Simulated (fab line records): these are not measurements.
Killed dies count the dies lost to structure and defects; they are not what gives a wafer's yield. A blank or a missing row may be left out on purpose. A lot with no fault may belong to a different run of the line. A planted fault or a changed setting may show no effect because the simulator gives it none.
Chamber matching ; flow nandHarc ; NHARC_A_SGD_CUT_CMP_21 on cmp-03 has 4 sister chambers
The step polishes, target thk 148.19 nm. 16 wafers are shown with their chamber, then 7 later ones without.

WAFERS PAIRED WITH THEIR CHAMBERS
wafer;chamber;motorCurrentA (A);timeToEndpointS (s);padLifeWafers
L074.2;3;15.1;48;354
L074.3;2;10.7;47;357
L074.4;0;11.2;47;355
L076.2;3;14.4;52;9
L076.3;0;10.4;54;6
L077.3;2;11.1;51;99
L077.4;1;13.0;49;98
L081.1;3;14.4;48;188
L081.2;2;11.2;48;187
L080.3;0;11.0;48;200
L080.4;1;13.6;46;201
L083.2;0;11.1;52;216
L083.3;3;14.2;48;219
L089.2;3;14.2;48;159
L089.4;1;12.7;48;157
L090.1;3;14.6;44;231

SIGNATURES (means of the wafers above)
reading;chamber 0;chamber 1;chamber 2;chamber 3;scatter within a chamber
motorCurrentA;10.925;13.100;11.000;14.483;0.355
timeToEndpointS;50.25;47.67;48.67;48.00;2.55
padLifeWafers;194.25;152.00;214.33;193.33;117
Rule: a wafer's distance from a chamber is the root of the sum, over the readings, of the square of ((its reading less the chamber's mean) divided by the reading's scatter). The wafer belongs to the nearest chamber; if the next one is less than 2 further off, it can't be placed. The scatter: take each reading less its chamber's mean, square it, sum over the shown wafers, divide by the number of wafers less the number of chambers, and take the root.

WAFERS WITH NO CHAMBER GIVEN
wafer;motorCurrentA (A);timeToEndpointS (s);padLifeWafers
L090.4;13.5;47;229
L092.1;13.4;50;296
L092.3;11.2;50;297
L093.3;11.0;50;343
L093.4;10.8;47;345
L096.1;14.3;47;396
L096.3;10.8;49;397

WHICH CHAMBER EACH WENT THROUGH
wafer;from the rows above;in truth
L090.4;can't be placed: 1 or 3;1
L092.1;can't be placed: 1 or 3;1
L092.3;can't be placed: 2 or 0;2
L093.3;can't be placed: 2 or 0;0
L093.4;can't be placed: 2 or 0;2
L096.1;3;3
L096.3;can't be placed: 2 or 0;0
Correctly placed: 1 of 7. Not placeable from these rows: 6 (in 6, the candidates include the true chamber). Wrongly placed: 0.
